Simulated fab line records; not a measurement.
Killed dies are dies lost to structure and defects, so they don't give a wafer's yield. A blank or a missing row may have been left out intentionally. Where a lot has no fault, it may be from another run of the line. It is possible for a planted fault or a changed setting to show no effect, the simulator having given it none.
Matching of chambers | flow nand harc | pecvd-02 running NHARC_A_CHANNEL_HOLE_D1_DEP_01: 3 sister chambers
The step deposits SiON, target thk 140 nm. 22 wafers are shown with their chamber, then 11 later ones without.

WAFERS PAIRED WITH THEIR CHAMBERS
wafer  | chamber | heater power w (W)
L075.1 | 2       | 745
L075.2 | 0       | 764
L075.3 | 1       | 766
L075.4 | 2       | 755
L075.5 | 0       | 800
L075.6 | 1       | 771
L076.1 | 2       | 737
L076.2 | 0       | 833
L076.3 | 1       | 744
L082.1 | 0       | 677
L082.2 | 2       | 802
L082.6 | 2       | 809
L083.1 | 2       | 680
L083.2 | 0       | 791
L083.6 | 0       | 781
L086.3 | 2       | 814
L086.4 | 2       | 822
L086.6 | 0       | 731
L088.1 | 1       | 751
L088.3 | 2       | 810
L088.4 | 1       | 745
L089.1 | 0       | 754

SIGNATURES (averages over the wafers above)
reading        | chamber 0 | chamber 1 | chamber 2 | scatter within a chamber
heater power w | 766.38    | 755.40    | 774.89    | 42.9
Rule: distance of a wafer from a chamber = root of the sum over the readings of ((wafer's reading minus chamber's mean) / reading's scatter) squared. The wafer belongs to the nearest chamber; if the next one is less than 2 further off, it can't be placed. The scatter: the root of (the sum of the squares of (reading less its chamber's mean) over the shown wafers, divided by (wafers less chambers)).

WAFERS WITH NO CHAMBER GIVEN
wafer  | heater power w (W)
L089.3 | 761
L089.4 | 775
L091.3 | 711
L091.5 | 714
L091.6 | 698
L093.1 | 798
L093.4 | 797
L093.6 | 831
L092.1 | 843
L092.2 | 757
L092.5 | 688

WHICH CHAMBER EACH ONE RAN IN
wafer  | from the rows above          | in truth
L089.3 | can't be placed: 0 or 1 or 2 | 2
L089.4 | can't be placed: 2 or 0 or 1 | 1
L091.3 | can't be placed: 1 or 0 or 2 | 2
L091.5 | can't be placed: 1 or 0 or 2 | 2
L091.6 | can't be placed: 1 or 0 or 2 | 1
L093.1 | can't be placed: 2 or 0 or 1 | 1
L093.4 | can't be placed: 2 or 0 or 1 | 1
L093.6 | can't be placed: 2 or 0 or 1 | 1
L092.1 | can't be placed: 2 or 0 or 1 | 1
L092.2 | can't be placed: 1 or 0 or 2 | 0
L092.5 | can't be placed: 1 or 0 or 2 | 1
Placed correctly: 0 of 11. Cannot be placed on the basis of these rows: 11; the candidates contain the true chamber in 11. Placed wrongly: 0.
